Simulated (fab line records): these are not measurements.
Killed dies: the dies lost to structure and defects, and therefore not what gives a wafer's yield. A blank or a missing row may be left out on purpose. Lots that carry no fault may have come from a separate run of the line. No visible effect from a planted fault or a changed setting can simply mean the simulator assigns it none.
What tool caused it? | flow n5-finfet | 24 lots, 72 wafers sampled, at 4 steps of a route of 1938

WHAT THE GAUGES SHOWED, per wafer
N5_HKMG_FIN_INSPECT_28: inspects for defects (darkfield). Usual: raw-defect-count at 40, with a standard deviation of 14.
lot  | measured     | on                | raw-defect-count | flag
L074 | day 4 05:42  | defect-inspect-01 | 31 14 35         |
L075 | day 4 11:34  | defect-inspect-01 | 40 33 53         |
L076 | day 4 18:38  | defect-inspect-01 | 17 28 23         |
L077 | day 4 23:44  | defect-inspect-02 | 54 40 32         |
L078 | day 5 08:26  | defect-inspect-02 | 32 37 11         |
L079 | day 5 15:47  | defect-inspect-01 | 44 53 38         |
L080 | day 5 20:28  | defect-inspect-01 | 57 51 34         |
L081 | day 6 01:37  | defect-inspect-02 | 44 42 21         |
L082 | day 6 04:58  | defect-inspect-02 | 35 87 54         |
L083 | day 6 10:52  | defect-inspect-01 | 41 42 51         |
L084 | day 6 21:07  | defect-inspect-01 | 43 34 20         |
L085 | day 7 03:55  | defect-inspect-01 | 51 35 53         |
L086 | day 7 07:56  | defect-inspect-02 | 57 49 39         |
L087 | day 7 11:06  | defect-inspect-01 | 71 43 56         |
L088 | day 7 17:52  | defect-inspect-01 | 40 36 45         |
L089 | day 8 00:07  | defect-inspect-01 | 19 80 49         |
L090 | day 8 08:47  | defect-inspect-01 | 59 58 47         |
L091 | day 8 13:14  | defect-inspect-01 | 29 51 45         |
L092 | day 8 20:35  | defect-inspect-01 | 36 22 21         |
L093 | day 9 00:57  | defect-inspect-01 | 38 31 27         |
L094 | day 9 12:58  | defect-inspect-01 | 70 92 51         |
L095 | day 9 15:47  | defect-inspect-01 | 45 39 32         |
L096 | day 9 19:11  | defect-inspect-01 | 24 36 24         |
L097 | day 10 03:04 | defect-inspect-02 | 33 27 35         |

N5_GATE_CUT_INSPECT_15: inspects for defects (brightfield). Usual: raw-defect-count at 134, with a standard deviation of 46.
lot  | measured     | on                | raw-defect-count | flag
L074 | day 4 09:36  | defect-inspect-01 | 184 122 147      |
L075 | day 4 15:23  | defect-inspect-01 | 160 159 165      |
L076 | day 4 22:19  | defect-inspect-02 | 130 93 111       |
L077 | day 5 03:46  | defect-inspect-02 | 77 59 83         |
L078 | day 5 12:08  | defect-inspect-02 | 210 171 99       |
L079 | day 5 19:28  | defect-inspect-01 | 98 178 158       |
L080 | day 6 00:26  | defect-inspect-02 | 86 140 101       |
L081 | day 6 05:25  | defect-inspect-01 | 170 137 174      |
L082 | day 6 08:44  | defect-inspect-02 | 131 149 127      |
L083 | day 6 15:13  | defect-inspect-02 | 114 110 176      |
L084 | day 7 00:56  | defect-inspect-02 | 88 134 99        |
L085 | day 7 07:44  | defect-inspect-02 | 40 95 91         |
L086 | day 7 11:36  | defect-inspect-01 | 114 260 181      |
L087 | day 7 14:50  | defect-inspect-02 | 208 188 214      |
L088 | day 7 21:40  | defect-inspect-01 | 122 117 115      |
L089 | day 8 03:59  | defect-inspect-02 | 184 180 270      |
L090 | day 8 12:43  | defect-inspect-01 | 118 113 109      |
L091 | day 8 17:38  | defect-inspect-02 | 182 145 143      |
L092 | day 9 00:39  | defect-inspect-01 | 87 152 109       |
L093 | day 9 04:49  | defect-inspect-02 | 178 227 183      |
L094 | day 9 16:41  | defect-inspect-01 | 92 84 71         |
L095 | day 9 19:38  | defect-inspect-01 | 158 244 184      |
L096 | day 9 22:52  | defect-inspect-01 | 136 113 134      |
L097 | day 10 06:47 | defect-inspect-02 | 109 120 94       |

WHICH TOOL RAN EACH LOT (tool, then ch and the chambers of the sampled wafers, then the start)
lot  | N5_HKMG_FIN_ETCH_32               | N5_GATE_CUT_STRIP_59
L074 | rie-diel-01 ch 0,2,3, day 4 01:22 | rie-diel-05 ch 2,3, day 4 06:08
L075 | rie-diel-03 ch 0,1, day 4 07:17   | rie-diel-05 ch 1,2,3, day 4 12:00
L076 | rie-diel-03 ch 0,2, day 4 14:20   | rie-diel-06 ch 0,1, day 4 19:04
L077 | rie-diel-03 ch 0,1,2, day 4 19:26 | rie-diel-06 ch 0,1, day 5 00:10
L078 | rie-diel-03 ch 0,1, day 5 04:08   | rie-diel-05 ch 1,2, day 5 08:52
L079 | rie-diel-04 ch 0,1,2, day 5 11:24 | rie-diel-06 ch 0,1,2, day 5 16:13
L080 | rie-diel-01 ch 1,3, day 5 16:09   | rie-diel-06 ch 1,3, day 5 21:10
L081 | rie-diel-03 ch 0,1,3, day 5 21:19 | rie-diel-02 ch 0,1, day 6 02:02
L082 | rie-diel-01 ch 0,1,2, day 6 00:40 | rie-diel-06 ch 0,1,2, day 6 05:23
L083 | rie-diel-01 ch 1,3, day 6 06:28   | rie-diel-02 ch 1,2,3, day 6 11:34
L084 | rie-diel-03 ch 0,3, day 6 16:43   | rie-diel-05 ch 0,2, day 6 21:34
L085 | rie-diel-04 ch 1,2, day 6 23:30   | rie-diel-06 ch 1,2,3, day 7 04:21
L086 | rie-diel-04 ch 0,3, day 7 03:25   | rie-diel-02 ch 0,2,3, day 7 08:21
L087 | rie-diel-01 ch 1,2,3, day 7 06:49 | rie-diel-06 ch 2,3, day 7 11:31
L088 | rie-diel-01 ch 1,2, day 7 13:11   | rie-diel-06 ch 0,2, day 7 18:18
L089 | rie-diel-01 ch 0,2,3, day 7 19:46 | rie-diel-06 ch 0,1, day 8 00:37
L090 | rie-diel-04 ch 0,2,3, day 8 04:22 | rie-diel-06 ch 0,1, day 8 09:20
L091 | rie-diel-04 ch 1,3, day 8 08:50   | rie-diel-05 ch 1,2, day 8 14:06
L092 | rie-diel-03 ch 0,1,3, day 8 16:11 | rie-diel-06 ch 0,2,3, day 8 21:16
L093 | rie-diel-03 ch 0,2,3, day 8 20:32 | rie-diel-05 ch 0,1,2, day 9 01:34
L094 | rie-diel-04 ch 0,1,3, day 9 08:05 | rie-diel-06 ch 0,1,2, day 9 13:25
L095 | rie-diel-03 ch 0,2, day 9 11:14   | rie-diel-05 ch 0,2, day 9 16:13
L096 | rie-diel-01 ch 0,2, day 9 14:53   | rie-diel-02 ch 0,1,3, day 9 19:37
L097 | rie-diel-01 ch 0,1,3, day 9 22:27 | rie-diel-05 ch 0,1,2, day 10 03:33
- N5_HKMG_FIN_ETCH_32: etches SOC in N2/H2, target depth 240 nm, time 300 s.
- N5_GATE_CUT_STRIP_59: strips in N2/H2, time 20 s.

AS READ BY THE TOOLS THEMSELVES (means over the sampled wafers that have a number; for cases with no such wafer, the mark the record gives instead)
N5_HKMG_FIN_ETCH_32. Usual: drypump-motor-current-A 5.68 A, standard deviation 0.21; oes-product-au 0.78 a.u., standard deviation 0.081; rf-vpp-V 523.9 V, standard deviation 2.3; showerhead-plenum-p-Torr 2.55 Torr, standard deviation 0.083; temp-c 40.01 C, standard deviation 0.1; throttle-valve-pct 17.92 %, standard deviation 0.22.
lot  | tool        | drypump-motor-current-A (A) | oes-product-au (a.u.) | rf-vpp-V (V) | showerhead-plenum-p-Torr (Torr) | temp-c (C) | throttle-valve-pct (%) | flag
L074 | rie-diel-01 | 5.77                        | 0.77                  | 523.4        | 2.52                            | 40.04      | 17.94                  |
L075 | rie-diel-03 | 5.71                        | 0.81                  | 522.3        | 2.48                            | 39.97      | 17.81                  |
L076 | rie-diel-03 | 5.84                        | 0.75                  | 526.0        | 2.60                            | 40.04      | 17.77                  |
L077 | rie-diel-03 | 5.75                        | 0.77                  | 524.1        | 2.54                            | 39.93      | 17.80                  |
L078 | rie-diel-03 | 5.69                        | 0.79                  | 521.4        | 2.47                            | 39.96      | 17.83                  |
L079 | rie-diel-04 | 5.75                        | 0.70                  | 524.3        | 2.55                            | 40.05      | 18.11                  |
L080 | rie-diel-01 | 5.77                        | 0.75                  | 524.6        | 2.58                            | 39.99      | 17.86                  |
L081 | rie-diel-03 | 5.66                        | 0.78                  | 522.4        | 2.46                            | 40.10      | 17.72                  |
L082 | rie-diel-01 | 5.65                        | 0.83                  | 524.9        | 2.58                            | 40.11      | 17.97                  |
L083 | rie-diel-01 | 5.76                        | 0.75                  | 524.6        | 2.57                            | 39.98      | 17.86                  |
L084 | rie-diel-03 | 5.57                        | 0.75                  | 523.0        | 2.48                            | 40.05      | 17.67                  |
L085 | rie-diel-04 | 5.58                        | 0.70                  | 524.0        | 2.60                            | 39.95      | 18.09                  |
L086 | rie-diel-04 | 5.45                        | 0.84                  | 525.0        | 2.60                            | 39.95      | 18.05                  |
L087 | rie-diel-01 | 5.69                        | 0.76                  | 525.3        | 2.58                            | 39.94      | 18.02                  |
L088 | rie-diel-01 | 5.57                        | 0.83                  | 525.6        | 2.64                            | 40.08      | 18.02                  |
L089 | rie-diel-01 | 5.75                        | 0.75                  | 522.6        | 2.51                            | 40.09      | 17.99                  |
L090 | rie-diel-04 | 5.51                        | 0.79                  | 525.5        | 2.59                            | 39.94      | 18.00                  |
L091 | rie-diel-04 | 5.47                        | 0.83                  | 525.0        | 2.60                            | 39.94      | 18.05                  |
L092 | rie-diel-03 | 5.66                        | 0.76                  | 521.4        | 2.45                            | 40.02      | 17.76                  |
L093 | rie-diel-03 | 5.72                        | 0.74                  | 523.6        | 2.52                            | 39.89      | 17.74                  |
L094 | rie-diel-04 | 5.67                        | 0.87                  | 523.3        | 2.54                            | 39.95      | 17.88                  |
L095 | rie-diel-03 | 5.80                        | 0.72                  | 525.5        | 2.58                            | 40.02      | 17.83                  |
L096 | rie-diel-01 | 5.71                        | 0.79                  | 522.2        | 2.49                            | 40.09      | 17.98                  |
L097 | rie-diel-01 | 5.72                        | 0.89                  | 524.5        | 2.54                            | 39.93      | 17.73                  |

N5_GATE_CUT_STRIP_59. Usual: drypump-motor-current-A 5.6 A, standard deviation 0.4; oes-product-au 0.77 a.u., standard deviation 0.064; rf-vpp-V 45.4 V, standard deviation 0.83; showerhead-plenum-p-Torr 3.41 Torr, standard deviation 0.12; temp-c 40.01 C, standard deviation 0.12; throttle-valve-pct 12.25 %, standard deviation 0.28.
lot  | tool        | drypump-motor-current-A (A) | oes-product-au (a.u.) | rf-vpp-V (V) | showerhead-plenum-p-Torr (Torr) | temp-c (C) | throttle-valve-pct (%) | flag
L074 | rie-diel-05 | 5.9                         | 0.76                  | 44.9         | 3.36                            | 40.02      | 12.19                  |
L075 | rie-diel-05 | 5.8                         | 0.76                  | 45.6         | 3.45                            | 39.89      | 12.29                  |
L076 | rie-diel-06 | 5.7                         | 0.83                  | 45.7         | 3.50                            | 39.84      | 11.93                  |
L077 | rie-diel-06 | 5.7                         | 0.84                  | 46.2         | 3.50                            | 40.04      | 11.93                  |
L078 | rie-diel-05 | 5.8                         | 0.76                  | 45.8         | 3.53                            | 39.85      | 12.39                  |
L079 | rie-diel-06 | 5.6                         | 0.80                  | 45.3         | 3.43                            | 39.94      | 12.09                  |
L080 | rie-diel-06 | 5.9                         | 0.73                  | 46.0         | 3.48                            | 40.01      | 12.26                  |
L081 | rie-diel-02 | 5.3                         | 0.76                  | 45.4         | 3.31                            | 40.01      | 12.45                  |
L082 | rie-diel-06 | 5.6                         | 0.80                  | 46.2         | 3.43                            | 39.86      | 12.10                  |
L083 | rie-diel-02 | 5.7                         | 0.81                  | 46.2         | 3.45                            | 40.04      | 12.30                  |
L084 | rie-diel-05 | 5.4                         | 0.76                  | 45.6         | 3.34                            | 40.07      | 12.26                  |
L085 | rie-diel-06 | 5.7                         | 0.74                  | 45.5         | 3.44                            | 39.94      | 12.15                  |
L086 | rie-diel-02 | 5.2                         | 0.77                  | 45.4         | 3.33                            | 40.05      | 12.57                  |
L087 | rie-diel-06 | 5.9                         | 0.69                  | 45.7         | 3.41                            | 40.12      | 12.41                  |
L088 | rie-diel-06 | 5.7                         | 0.77                  | 45.2         | 3.39                            | 40.02      | 12.36                  |
L089 | rie-diel-06 | 5.7                         | 0.81                  | 45.0         | 3.49                            | 40.02      | 11.99                  |
L090 | rie-diel-06 | 5.6                         | 0.80                  | 45.5         | 3.49                            | 40.10      | 12.00                  |
L091 | rie-diel-05 | 6.0                         | 0.76                  | 45.8         | 3.54                            | 39.96      | 12.39                  |
L092 | rie-diel-06 | 5.8                         | 0.82                  | 46.1         | 3.39                            | 40.14      | 12.20                  |
L093 | rie-diel-05 | 5.6                         | 0.74                  | 46.2         | 3.43                            | 39.89      | 12.39                  |
L094 | rie-diel-06 | 5.7                         | 0.77                  | 45.2         | 3.41                            | 40.09      | 12.18                  |
L095 | rie-diel-05 | 5.4                         | 0.73                  | 44.9         | 3.33                            | 40.02      | 12.33                  |
L096 | rie-diel-02 | 5.6                         | 0.78                  | 44.6         | 3.34                            | 40.11      | 12.48                  |
L097 | rie-diel-05 | 5.6                         | 0.74                  | 46.1         | 3.42                            | 40.01      | 12.42                  |

THE ANSWER, worked out from the rows above alone
Rule: lot off if the mean of its wafers having a number is beyond 3 standard deviations from the usual mean. A lot without any number at a reading at which 4 lots or more have one is off too. Any other lot the step has rows for is counted as sound. After the gauges, taken in route order, come the tools' own readings; for these a lot's mean is taken, as printed above. At the first step where some lot is off, the reading lying furthest off is the one used; lots without a number count as furthest.
No lot is off on any of the readings shown, so nothing can be concluded from this.

WHAT WAS PUT IN BY THE SIMULATOR
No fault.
